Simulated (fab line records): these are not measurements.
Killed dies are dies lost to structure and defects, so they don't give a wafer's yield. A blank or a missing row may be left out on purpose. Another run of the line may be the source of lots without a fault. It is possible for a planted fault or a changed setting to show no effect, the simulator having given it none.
8D (eight disciplines) problem report, filled in by code	flow n5-finfet	the parts of the form that need people (team, actions taken, sign-off) are left out

## 1. PROBLEM STATEMENT
On 3 wafers of 1 lot, cd-nm at N5_BEOL_M8_CD_MEAS_11 has a mean of 31.1 nm; fault-free wafers read 38.4 nm, standard deviation 0.66. That is -11 standard deviations from the usual mean.
The step: target cd 38.5 nm.
First observed at day 14 03:50: wafer L615.3, on cd-sem-03. The record has a number at this step for 21 wafers belonging to 7 lots. The rule behind "out" and "out of limits": a value lying over 4 standard deviations away from the usual mean. All remaining wafers that have a number are taken as sound.

## 2. WHAT IT IS AND WHAT IT IS NOT
question	is	is not
which readings at this step	cd-nm	-
which lots	L615	L599, L603, L608, L618, L620, L621
which wafers of those lots	all that have a number	-
read on which gauges	cd-sem-03	cd-sem-01, cd-sem-02
when	from day 14 03:50	up to then (9 sound wafers); but 9 sound wafers of L618, L620, L621 came after

## 3. THE SUSPECTS, EACH WITH WHAT RULES IT OUT
Counting: any tool at a process step up to the reading is kept as a suspect provided that every lot that is out went through it and no sound lot did after the first of them.
- the gauge at N5_BEOL_M8_CD_MEAS_11 has been ruled out. All the wafers that are out were read on cd-sem-03, but those of them that N5_BEOL_M8_CD_MEAS_18 has rows for are out there too, on other tools.
- pvd-sputter-03 at N5_BEOL_M8_HM_DEP_02 (deposits TiN, target thk 20 nm): ruled out as a lasting fault. Following L615 (day 14 03:27), the first lot on it that is out, the sound lots L620 were run on it.
- arfi-scanner-01 at N5_BEOL_M8_EXPOSE_08 (exposes mask M8): kept. It ran the lot that is out, L615 (day 14 03:43), and no sound lot after that; its last sound lot up to then is L608 (day 12 10:47).
After counting, what remains is arfi-scanner-01 at N5_BEOL_M8_EXPOSE_08.

## 4. THE CAUSE (what the simulator had put in)
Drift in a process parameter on arfi-scanner-01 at N5_BEOL_M8_EXPOSE_08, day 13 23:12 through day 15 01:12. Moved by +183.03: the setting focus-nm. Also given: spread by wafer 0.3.
This tool alone remained once counting was done.

## 5. THE EFFECT CHAIN, in route order
Each row: a reading where the mean over the struck wafers with a number is more than 3 standard deviations away from the usual. Only readings for which the record gives a usual standard deviation are gone through. hours: the time from each lot's start at the first step in this table that gives one to its start at this step, as a median over the lots. sigmas: the change in usual standard deviations.
hours	step	reading	usual	on struck wafers	change	sigmas
0	N5_BEOL_M8_CD_MEAS_11	cd-nm	38.4 nm	31.1	-7.3	-11
1	N5_BEOL_M8_CD_MEAS_18	cd-nm	39.9 nm	32.9	-7.0	-9.1
55	N5_BEOL_M15_RC_MEAS_101	SERP_M8	14.0 ohm/um	20.1	+6.1	+8.0
55	N5_BEOL_M15_RC_MEAS_101	SERP_M8_max_site	14.5 ohm/um	21.5	+7.0	+8.5

## 6. WHAT WOULD HAVE CAUGHT IT SOONER
5 hours passed between the start of the fault at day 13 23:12 and the first reading out of limits at a measuring or inspecting step in this record, taken at day 14 03:50.
Of the tool readings at N5_BEOL_M8_EXPOSE_08 for which the record gives a usual standard deviation, none was out on any struck wafer, so an alarm limit of 4 standard deviations on them would not have fired.
All the lots that are out (1) had begun N5_BEOL_M8_EXPOSE_08 on arfi-scanner-01 by day 14 03:50. Had the tool been put on hold then, not one of them would have been saved.
